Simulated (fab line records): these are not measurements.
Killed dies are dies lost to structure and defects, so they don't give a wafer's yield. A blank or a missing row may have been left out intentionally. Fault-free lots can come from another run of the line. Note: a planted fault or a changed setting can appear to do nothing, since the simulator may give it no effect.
Matching of chambers / flow n5_finfet / 4 sister chambers for N5_BEOL_M0_SAQP_STRIP_86 on rie_diel-06
The step strips in N2/H2. 8 wafers are shown with their chamber, then 8 later ones without.

## WAFERS PAIRED WITH THEIR CHAMBERS
wafer=L076.6; chamber=3; showerhead_plenum_p_Torr (Torr)=3.21; oes_product_au (a.u.)=0.72
wafer=L078.3; chamber=2; showerhead_plenum_p_Torr (Torr)=3.49; oes_product_au (a.u.)=0.75
wafer=L079.2; chamber=0; showerhead_plenum_p_Torr (Torr)=3.31; oes_product_au (a.u.)=0.68
wafer=L079.6; chamber=0; showerhead_plenum_p_Torr (Torr)=3.31; oes_product_au (a.u.)=0.69
wafer=L083.1; chamber=1; showerhead_plenum_p_Torr (Torr)=3.12; oes_product_au (a.u.)=0.80
wafer=L083.4; chamber=3; showerhead_plenum_p_Torr (Torr)=3.20; oes_product_au (a.u.)=0.71
wafer=L083.6; chamber=1; showerhead_plenum_p_Torr (Torr)=3.12; oes_product_au (a.u.)=0.81
wafer=L089.1; chamber=2; showerhead_plenum_p_Torr (Torr)=3.48; oes_product_au (a.u.)=0.73

## WAFERS WITH NO CHAMBER GIVEN
wafer=L089.3; showerhead_plenum_p_Torr (Torr)=3.20; oes_product_au (a.u.)=0.70
wafer=L089.6; showerhead_plenum_p_Torr (Torr)=3.48; oes_product_au (a.u.)=0.73
wafer=L090.1; showerhead_plenum_p_Torr (Torr)=3.47; oes_product_au (a.u.)=0.72
wafer=L090.2; showerhead_plenum_p_Torr (Torr)=3.12; oes_product_au (a.u.)=0.79
wafer=L090.4; showerhead_plenum_p_Torr (Torr)=3.30; oes_product_au (a.u.)=0.99
wafer=L092.2; showerhead_plenum_p_Torr (Torr)=3.19; oes_product_au (a.u.)=0.68
wafer=L092.3; showerhead_plenum_p_Torr (Torr)=3.47; oes_product_au (a.u.)=0.71
wafer=L092.5; showerhead_plenum_p_Torr (Torr)=3.11; oes_product_au (a.u.)=0.78

## THE CHAMBER EACH PASSED THROUGH
wafer=L089.3; from the rows above=3; in truth=3
wafer=L089.6; from the rows above=2; in truth=2
wafer=L090.1; from the rows above=2; in truth=2
wafer=L090.2; from the rows above=1; in truth=1
wafer=L090.4; from the rows above=0; in truth=0
wafer=L092.2; from the rows above=3; in truth=3
wafer=L092.3; from the rows above=2; in truth=2
wafer=L092.5; from the rows above=1; in truth=1
Placed correctly: 8 of 8. Not placeable from these rows: 0. 0 placed wrongly.
How it was worked out, from the rows above alone: a wafer's distance from a chamber is the root of the sum, over the readings, of the square of ((its reading less the chamber's mean) divided by the reading's scatter). The wafer belongs to the nearest chamber; if the next one is less than 2 further off, it can't be placed. Each chamber's mean is taken over the wafers shown for it. The scatter: the root of (the sum of the squares of (reading less its chamber's mean) over the shown wafers, divided by (wafers less chambers)).
